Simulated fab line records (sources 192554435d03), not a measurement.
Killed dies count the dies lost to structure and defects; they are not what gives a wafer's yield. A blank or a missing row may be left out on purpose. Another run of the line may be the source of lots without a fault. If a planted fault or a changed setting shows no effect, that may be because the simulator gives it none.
Matching of chambers :: flow n5 finfet :: N5_BEOL_M2_CMP_52 on cmp-02: 4 sister chambers
The step polishes, stops on SiOC, t overpolish 6.8 s, target thk 40 nm. 14 wafers are shown with their chamber, then 7 later ones without.

## WAFERS WITH THEIR CHAMBER
wafer: L078.4
chamber: 3
time to endpoint s (s): 57
motor current A (A): 5.8
barrier field endpoint s (s): 24.0

wafer: L078.5
chamber: 2
time to endpoint s (s): 69
motor current A (A): 4.8
barrier field endpoint s (s): 26.1

wafer: L078.6
chamber: 1
time to endpoint s (s): 58
motor current A (A): 5.8
barrier field endpoint s (s): 23.5

wafer: L080.3
chamber: 3
time to endpoint s (s): 62
motor current A (A): 6.3
barrier field endpoint s (s): 23.5

wafer: L080.4
chamber: 0
time to endpoint s (s): 62
motor current A (A): 5.8
barrier field endpoint s (s): 24.0

wafer: L080.5
chamber: 2
time to endpoint s (s): 68
motor current A (A): 4.7
barrier field endpoint s (s): 25.0

wafer: L088.1
chamber: 2
time to endpoint s (s): 63
motor current A (A): 4.7
barrier field endpoint s (s): 25.0

wafer: L088.3
chamber: 0
time to endpoint s (s): 62
motor current A (A): 6.3
barrier field endpoint s (s): 25.0

wafer: L088.5
chamber: 3
time to endpoint s (s): 57
motor current A (A): 5.5
barrier field endpoint s (s): 24.0

wafer: L090.1
chamber: 0
time to endpoint s (s): 63
motor current A (A): 5.5
barrier field endpoint s (s): 24.6

wafer: L090.2
chamber: 1
time to endpoint s (s): 58
motor current A (A): 5.7
barrier field endpoint s (s): 23.9

wafer: L090.6
chamber: 0
time to endpoint s (s): 62
motor current A (A): 6.1
barrier field endpoint s (s): 24.6

wafer: L091.2
chamber: 3
time to endpoint s (s): 58
motor current A (A): 5.7
barrier field endpoint s (s): 23.5

wafer: L091.3
chamber: 1
time to endpoint s (s): 56
motor current A (A): 5.3
barrier field endpoint s (s): 22.8

SIGNATURES (means of the wafers above)
reading: time to endpoint s
chamber 0: 62.25
chamber 1: 57.33
chamber 2: 66.67
chamber 3: 58.50
scatter within a chamber: 2.03

reading: motor current A
chamber 0: 5.925
chamber 1: 5.600
chamber 2: 4.733
chamber 3: 5.825
scatter within a chamber: 0.294

reading: barrier field endpoint s
chamber 0: 24.550
chamber 1: 23.400
chamber 2: 25.367
chamber 3: 23.750
scatter within a chamber: 0.468
Rule: distance of a wafer from a chamber = root of the sum over the readings of ((wafer's reading minus chamber's mean) / reading's scatter) squared. The wafer belongs to the nearest chamber; if the next one is less than 2 further off, it can't be placed. The scatter is the square root of a quotient: the sum, over the shown wafers, of each reading's squared deviation from its chamber's mean, divided by wafers minus chambers.

## WAFERS WHOSE CHAMBER IS MISSING
wafer: L091.4
time to endpoint s (s): 66
motor current A (A): 4.9
barrier field endpoint s (s): 25.1

wafer: L096.1
time to endpoint s (s): 66
motor current A (A): 4.8
barrier field endpoint s (s): 24.8

wafer: L096.3
time to endpoint s (s): 61
motor current A (A): 5.9
barrier field endpoint s (s): 23.5

wafer: L096.5
time to endpoint s (s): 62
motor current A (A): 5.4
barrier field endpoint s (s): 25.0

wafer: L097.1
time to endpoint s (s): 69
motor current A (A): 4.7
barrier field endpoint s (s): 26.0

wafer: L097.4
time to endpoint s (s): 62
motor current A (A): 5.7
barrier field endpoint s (s): 24.9

wafer: L097.5
time to endpoint s (s): 59
motor current A (A): 5.6
barrier field endpoint s (s): 24.2

## WHICH CHAMBER EACH ONE RAN IN
wafer: L091.4
from the rows above: 2
in truth: 2

wafer: L096.1
from the rows above: 2
in truth: 2

wafer: L096.3
from the rows above: can't be placed: 3 or 1 or 0
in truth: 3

wafer: L096.5
from the rows above: can't be placed: 0 or 2 or 3
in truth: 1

wafer: L097.1
from the rows above: 2
in truth: 2

wafer: L097.4
from the rows above: can't be placed: 0 or 3
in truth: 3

wafer: L097.5
from the rows above: can't be placed: 3 or 1 or 0
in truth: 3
Correctly placed: 3 of 7. From these rows, 4 cannot be placed; in 3 the true chamber is one of the candidates. Number placed wrongly: 0.
